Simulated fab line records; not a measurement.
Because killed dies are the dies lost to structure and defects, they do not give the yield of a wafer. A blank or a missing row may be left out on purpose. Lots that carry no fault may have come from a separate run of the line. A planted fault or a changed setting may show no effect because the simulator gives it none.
Chamber matching | flow nandHarc | 3 sister chambers for NHARC_P_M0_DEP_32 on pecvd-03
The step deposits SiCN, target thk 30 nm. 6 wafers are shown with their chamber, then 11 later ones without.

== EACH WAFER AND ITS CHAMBER ==
wafer  | chamber | heaterPowerW (W) | susceptorTempC (C)
L080.2 | 1       | 543              | 369.90
L086.4 | 2       | 498              | 370.43
L087.1 | 0       | 605              | 370.53
L087.5 | 1       | 627              | 370.57
L087.6 | 2       | 533              | 369.87
L088.1 | 0       | 596              | 369.94

== WAFERS WHOSE CHAMBER IS MISSING ==
wafer  | heaterPowerW (W) | susceptorTempC (C)
L088.5 | 549              | 369.95
L088.6 | 582              | 370.11
L089.1 | 621              | 369.66
L089.3 | 512              | 369.86
L089.6 | 522              | 369.83
L093.2 | 610              | 370.33
L093.4 | 523              | 370.41
L093.5 | 494              | 370.08
L097.1 | 541              | 369.86
L097.4 | 529              | 369.77
L097.5 | 557              | 369.80

== WHICH CHAMBER EACH WENT THROUGH ==
wafer  | from the rows above          | in truth
L088.5 | can't be placed: 2 or 1 or 0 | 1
L088.6 | can't be placed: 1 or 0 or 2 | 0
L089.1 | can't be placed: 0 or 1 or 2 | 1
L089.3 | can't be placed: 2 or 1 or 0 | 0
L089.6 | can't be placed: 2 or 1 or 0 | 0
L093.2 | can't be placed: 0 or 1      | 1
L093.4 | can't be placed: 2 or 1 or 0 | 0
L093.5 | can't be placed: 2 or 1      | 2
L097.1 | can't be placed: 2 or 1 or 0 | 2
L097.4 | can't be placed: 2 or 1 or 0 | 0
L097.5 | can't be placed: 1 or 2 or 0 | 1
Placed correctly: 0 of 11. Cannot be placed on the basis of these rows: 11; the candidates contain the true chamber in 11. 0 placed wrongly.
How it was worked out, from the rows above alone: a wafer's distance from a chamber is the root of the sum, over the readings, of the square of ((its reading less the chamber's mean) divided by the reading's scatter). If the next closest chamber is less than 2 further off than the closest, the wafer can't be placed; otherwise it belongs to the closest. Each chamber's mean is taken over the wafers shown for it. How the scatter is found: for the shown wafers, subtract from each reading the mean of its chamber, square and add these, divide the total by (wafers less chambers), then take the root.
